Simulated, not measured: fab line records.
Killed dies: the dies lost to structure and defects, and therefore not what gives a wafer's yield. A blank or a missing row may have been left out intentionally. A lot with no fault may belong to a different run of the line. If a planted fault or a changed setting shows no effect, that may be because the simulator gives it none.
A lot that was struck, set against a sound lot    flow n5 finfet    33 steps out of a route of 1938
Sound: the wafers L531.3, L531.4, L531.5. Wafers struck: L522.1, L522.2, L522.6. At the end, the cause is stated.
Order at every step that has rows: each side's tool, ch and its chambers, its first start. Under that, the readings that differ: sound wafers    struck wafers    difference of the means    sigmas: that difference in standard deviations of wafers without a fault.
alike: readings whose means differ by less than 2 such deviations, and words and numbers that are the same on both sides. not compared: withheld readings, readings that some wafer has no value for, bounds like >300 that may hide the same value, and numbers for which the record gives no deviation and whose values overlap.
A row with sigmas, a row that says differs or no value, or rows on one side alone: a step with any of these is where the two part. When numbers do not overlap yet have no deviation, they are printed without sigmas and do not part them. A reading missing from all wafers of one side parts the sides only when that side holds two or more wafers.

first, 11 steps without rows for these wafers: N5_BEOL_M4_ANNEAL_89 (time 240 s); N5_BEOL_M4_SPUTTER_90 (material Cu, target thk 4.5 nm, time 8.29 s); N5_BEOL_M4_ANNEAL_91 (time 240 s); N5_BEOL_M4_SPUTTER_92 (material Cu, target thk 4.5 nm, time 8.29 s); N5_BEOL_M4_ANNEAL_93 (time 240 s); N5_BEOL_M4_SPUTTER_94 (material Cu, target thk 4.5 nm, time 8.29 s); N5_BEOL_M4_ANNEAL_95 (time 240 s); N5_BEOL_M4_SPUTTER_96 (material Cu, target thk 4.5 nm, time 8.29 s); N5_BEOL_M4_ECD_50 (material Cu, target thk 300 nm); N5_BEOL_M4_ANNEAL_51 (time 90 s); N5_BEOL_M4_CMP_52 (polishes, stops on SiOC, t overpolish 6.8 s, target thk 40 nm).
N5_BEOL_M4_PRE_CLEAN_60: time 15 s.
  sound on cvd co-02 ch 0,1,2, day 13 09:01; struck on cvd co-01 ch 1,2, day 12 03:14
  alike: heater power w
then, 3 steps without rows for these wafers: N5_BEOL_M4_CO_CAP_55 (material Co, precursor CCTBA/H2, target thk 2 nm, time 102.1 s); N5_BEOL_M4_PRE_CLEAN_56 (time 15 s); N5_BEOL_M4_DEP_57 (deposits SiCN from 3MS/NH3, target thk 8 nm, time 14 s).
N5_BEOL_M4_INSPECT_59: inspects for defects (darkfield).
  sound on defect inspect-01 at day 13 09:16; struck on defect inspect-01 at day 12 03:29
reading           sound     struck          difference  sigmas
raw defect count  74 69 72  1131 1107 1095  +1039       +47
N5_BEOL_M4_RC_MEAS_101:
  sound on prober-02 ch 0, day 13 09:37; struck on prober-02 ch 0, day 12 03:31
reading         sound           struck          difference  sigmas
DIBL_N (mV/V)   33.5 31.9 31.8  42.3 37.7 35.5  +6.1        +2
DIBL_P (mV/V)   34 32 31        44 40 37        +8          +2
IOFF_N (nA/um)  0.12 0.10 0.10  0.34 0.22 0.17  +0.14       +3
IOFF_P (nA/um)  0.15 0.13 0.13  0.37 0.26 0.21  +0.14       +3
ION_N (uA/um)   659 647 655     707 684 680     +37         +2
SS_N (mV/dec)   71.2 70.2 69.8  73.0 71.8 72.0  +1.9        +2
VT_N (mV)       255 258 259     240 245 249     -13         -3
VT_P (mV)       -255 -258 -259  -241 -248 -251  +11         +2
  alike: ION_P, SS_P
then, 13 steps without rows for these wafers: N5_BEOL_M5_ILD_DEP_00 (deposits SiCOH lowk from DEMS/porogen, target thk 140.64 nm, time 25.9 s); N5_BEOL_M5_CURE_79 (cures SiCOH lowk, time 240 s); N5_BEOL_M5_PECVD_70 (deposits SiO2 from TEOS/O2, target thk 16 nm, time 18 s); N5_BEOL_M5_HM_DEP_02 (deposits TiN, target thk 20 nm); N5_BEOL_M5_COAT_59 (time 60 s, resist thk 60 nm); N5_BEOL_M5_COAT_60 (time 60 s, resist thk 12 nm); N5_BEOL_M5_COAT_71 (time 60 s, resist thk 5 nm); N5_BEOL_M5_COAT_05 (resist thk 30 nm); N5_BEOL_M5_EBR_07; N5_BEOL_M5_SOFTBAKE_06 (time 60 s); N5_BEOL_M5_EXPOSE_08 (exposes mask M5, target cd 28 nm); N5_BEOL_M5_PEB_09 (peb time 60 s); N5_BEOL_M5_DEVELOP_10 (develop time 30 s).
N5_BEOL_M5_INSPECT_13: inspects for defects (brightfield).
  sound on defect inspect-02 at day 13 12:02; struck on defect inspect-01 at day 12 06:02
reading           sound        struck          difference  sigmas
raw defect count  492 381 444  1400 1327 1293  +901        +8
then, 1 step without rows for these wafers: N5_BEOL_M5_DESCUM_16 (chemistry O2, time 7 s).
-- record jumps: 4 days separate the struck wafers' starts on either side; left off in module BEOL_M5, taken up again in module PASSIVATION, whose first shown step is the route's number 1936 --
N5_PASSIVATION_PROBE_49:
  sound on prober-02 at day 17 22:15; struck on prober-02 at day 16 11:35
reading                   sound           struck          difference  sigmas
defect limited yield (%)  93.1 93.9 92.8  80.0 86.1 83.0  -10.2       -7
killed_at_M4_up           11 17 13        110 50 106      +75         +13
killed at front end       23 22 36        60 57 40        +25         +2
killed dies               81 72 85        236 164 201     +121        +7
killed on rim             13 6 16         39 41 28        +24         +6
killed open               60 40 48        97 84 72        +35         +3
sort_bin_4_leakage (%)    0 0 0           1.44 0 0        +0.48       +3
sort_bin_5_function (%)   3.8 3.1 4.7     11.8 8.7 9.7    +6.2        +7
sort_bin_6_memory (%)     2.7 2.5 2.3     5.3 3.3 4.3     +1.8        +3
sort n pass               1099 1108 1095  927 1016 979    -127        -7
sort yield pct (%)        93.1 93.9 92.8  78.6 86.1 83.0  -10.7       -7
  alike: killed_at_M0_to_M3, killed at contacts, killed at other, killed short

== WHERE THEY PART ==
First at N5_BEOL_M4_INSPECT_59; last, within this record, at N5_PASSIVATION_PROBE_49.

WHY: the cause the simulator had injected
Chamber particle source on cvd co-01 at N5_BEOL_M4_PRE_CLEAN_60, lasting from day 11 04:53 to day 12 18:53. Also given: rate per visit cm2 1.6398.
